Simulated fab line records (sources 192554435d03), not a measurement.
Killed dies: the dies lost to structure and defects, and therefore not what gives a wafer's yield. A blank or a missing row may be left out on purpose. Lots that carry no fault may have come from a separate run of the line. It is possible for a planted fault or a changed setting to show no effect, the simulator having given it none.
A single fault, viewed from 2 desks + flow n5-finfet + every desk sees just its own numbers, and what lay behind them comes last

== METROLOGY DESK ==
What the gauges read, lot by lot, whatever tool the lot ran on: means of the sampled wafers that have a number. A lot is out of limits, marked OUT, if its mean lies more than 4 standard deviations from the usual mean; the brackets give that distance. Readings shown: 7 of its 12, picked as those furthest out on some lot.
Columns: A = DIBL_N at N5_BEOL_M4_RC_MEAS_101, usual 37.0 mV/V; B = DIBL_P at N5_BEOL_M4_RC_MEAS_101, usual 36.7 mV/V; C = IOFF_N at N5_BEOL_M4_RC_MEAS_101, usual 0.17 nA/um; D = ION_N at N5_BEOL_M4_RC_MEAS_101, usual 672 uA/um; E = SS_N at N5_BEOL_M4_RC_MEAS_101, usual 71.6 mV/dec; F = SS_P at N5_BEOL_M4_RC_MEAS_101, usual 73.4 mV/dec; G = VT_P at N5_BEOL_M4_RC_MEAS_101, usual -250 mV
| lot  | first seen here | A    | B    | C    | D   | E    | F    | G    |
|------|-----------------|------|------|------|-----|------|------|------|
| L453 | day 7 22:38     | 37.1 | 39.2 | 0.17 | 661 | 72.7 | 73.8 | -251 |
| L459 | day 9 17:53     | 39.7 | 39.4 | 0.24 | 698 | 72.7 | 74.1 | -246 |
| L461 | day 10 02:14    | 35.5 | 35.8 | 0.15 | 669 | 70.9 | 73.3 | -254 |
| L463 | day 10 16:49    | 37.7 | 36.3 | 0.16 | 674 | 71.3 | 73.4 | -250 |
| L466 | day 11 05:05    | 36.9 | 36.9 | 0.17 | 665 | 71.7 | 73.2 | -249 |
| L464 | day 11 07:13    | 33.3 | 32.9 | 0.11 | 660 | 70.3 | 72.2 | -258 |
| L467 | day 11 12:08    | 38.2 | 37.8 | 0.20 | 683 | 71.4 | 73.3 | -244 |
| L474 | day 13 05:47    | 37.3 | 36.2 | 0.16 | 676 | 71.3 | 73.3 | -248 |
| L473 | day 13 10:01    | 35.8 | 34.6 | 0.15 | 672 | 71.7 | 73.4 | -250 |
Result from this desk: across the 9 lots, nothing is out of limits.

== FOR THE TOOL OWNER'S DESK: rie-diel-05 ==
The tool's own readings at N5_BEOL_M4_VIA_ETCH_34 (etches the open film in C4F6/O2, target depth 69.4 nm, time 65.9 s): means of the sampled wafers that have a number, for each lot that ran on this tool. A lot is out of limits, marked OUT, if its mean lies more than 4 standard deviations from the usual mean; the brackets give that distance.
Columns: A = chamber-pressure-mTorr at N5_BEOL_M4_VIA_ETCH_34, usual 15.001 mTorr; B = drypump-motor-current-A at N5_BEOL_M4_VIA_ETCH_34, usual 5.8 A; C = oes-product-au at N5_BEOL_M4_VIA_ETCH_34, usual 0.78 a.u.; D = rf-fwd-power-W at N5_BEOL_M4_VIA_ETCH_34, usual 346.8 W; E = rf-vpp-V at N5_BEOL_M4_VIA_ETCH_34, usual 666 V; F = showerhead-plenum-p-Torr at N5_BEOL_M4_VIA_ETCH_34, usual 2.91 Torr; G = throttle-valve-pct at N5_BEOL_M4_VIA_ETCH_34, usual 30.71 %
| lot  | first seen here | A      | B   | C    | D               | E             | F    | G     |
|------|-----------------|--------|-----|------|-----------------|---------------|------|-------|
| L453 | day 8 01:55     | 14.997 | 5.6 | 0.71 | 347.1           | 663           | 2.84 | 30.74 |
| L459 | day 9 19:40     | 15.007 | 5.9 | 0.68 | 346.6           | 673           | 2.85 | 31.06 |
| L463 | day 10 17:53    | 15.013 | 5.8 | 0.80 | 345.3           | 660           | 2.88 | 30.43 |
| L466 | day 11 05:38    | 15.001 | 5.6 | 0.82 | 262.2 (-71) OUT | 759 (+11) OUT | 2.83 | 30.57 |
| L467 | day 11 13:11    | 15.006 | 5.7 | 0.75 | 262.7 (-70) OUT | 758 (+11) OUT | 2.84 | 30.57 |
This desk's finding: out of limits on L466, L467; first on L466, day 11 05:38 (rf-fwd-power-W at N5_BEOL_M4_VIA_ETCH_34). L453, L459, L463 stayed within limits.

== BROUGHT TOGETHER ==
The tool owner's desk had the chance to raise an alarm at day 11 05:38 on L466, L467.
At the metrology desk, nothing out of limits was observed.
The metrology desk has L466, L467 on record, within its limits.
Of the lots named, all ran N5_BEOL_M4_VIA_ETCH_34 on rie-diel-05.

== WHAT THE SIMULATOR PUT IN ==
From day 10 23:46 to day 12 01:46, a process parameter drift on rie-diel-05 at N5_BEOL_M4_VIA_ETCH_34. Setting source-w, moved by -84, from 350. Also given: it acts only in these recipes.
Struck lots among those shown: L466, L467.
Each desk's first reading out of limits, in hours after the fault started: the tool owner's desk, 6.
